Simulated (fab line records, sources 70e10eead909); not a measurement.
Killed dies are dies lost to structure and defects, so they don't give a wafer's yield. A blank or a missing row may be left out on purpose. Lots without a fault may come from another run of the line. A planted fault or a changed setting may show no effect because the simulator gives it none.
Which tool did it? | flow nand_harc | 7 lots, 21 wafers sampled, at 2 steps of a route of 1159

WHAT THE GAUGES READ, wafer by wafer
NHARC_A_ONON_D1_THK_MEAS_14: measures by ellipsometry.
lot  | measured     | on            | thk_nm (nm)
L863 | day 7 23:25  | film_metro-01 | 1001 1005 1006
L865 | day 8 13:38  | film_metro-02 | 1012 1012 1012
L867 | day 8 23:40  | film_metro-01 | 993 996 993
L869 | day 9 17:37  | film_metro-01 | 994 994 993
L871 | day 10 04:56 | film_metro-02 | 1000 1000 998
L874 | day 10 16:51 | film_metro-01 | 998 1000 999
L885 | day 13 03:55 | film_metro-01 | 689 691 689 691 689 691

WHICH TOOL RAN EACH LOT (tool, then ch and the chambers of the sampled wafers, then the start)
lot  | NHARC_A_ONON_D1_DEP_12
L863 | pecvd_onon-04 ch 0, day 7 22:55
L865 | pecvd_onon-04 ch 0, day 8 13:08
L867 | pecvd_onon-01 ch 0, day 8 23:16
L869 | pecvd_onon-01 ch 0, day 9 17:04
L871 | pecvd_onon-01 ch 0, day 10 04:36
L874 | pecvd_onon-02 ch 0, day 10 16:24
L885 | pecvd_onon-02 ch 0, day 13 03:24
- NHARC_A_ONON_D1_DEP_12: target thk 1000 nm.

THE ANSWER, worked out from the rows above alone
Rule: what is usual is taken from the lots themselves. Put in order of their means at a reading, lots are off if they are a third of the lots or fewer, leave a main group of 4 or more, and stand apart from it by a gap of 3 or more times the standard deviation of the main group's means; of several such gaps the widest counts. A main group whose means are all the same, to the digits that the tables above print for the reading, isn't used. A lot without any number at a reading at which 4 lots or more have one is off too. The other lots that the step has rows for count as sound.
Off: L885, at NHARC_A_ONON_D1_THK_MEAS_14 (thk_nm). The main group: mean 1000 nm, standard deviation 6.3.
A tool fits if, at a process step before that reading, it ran every lot that is off, and no sound lot after the first of them. The gauges at NHARC_A_ONON_D1_THK_MEAS_14 are tried like those tools. Can't be told from this: 2 tools fit, pecvd_onon-02 at NHARC_A_ONON_D1_DEP_12, film_metro-01 at NHARC_A_ONON_D1_THK_MEAS_14.

WHAT THE SIMULATOR HAD PUT IN
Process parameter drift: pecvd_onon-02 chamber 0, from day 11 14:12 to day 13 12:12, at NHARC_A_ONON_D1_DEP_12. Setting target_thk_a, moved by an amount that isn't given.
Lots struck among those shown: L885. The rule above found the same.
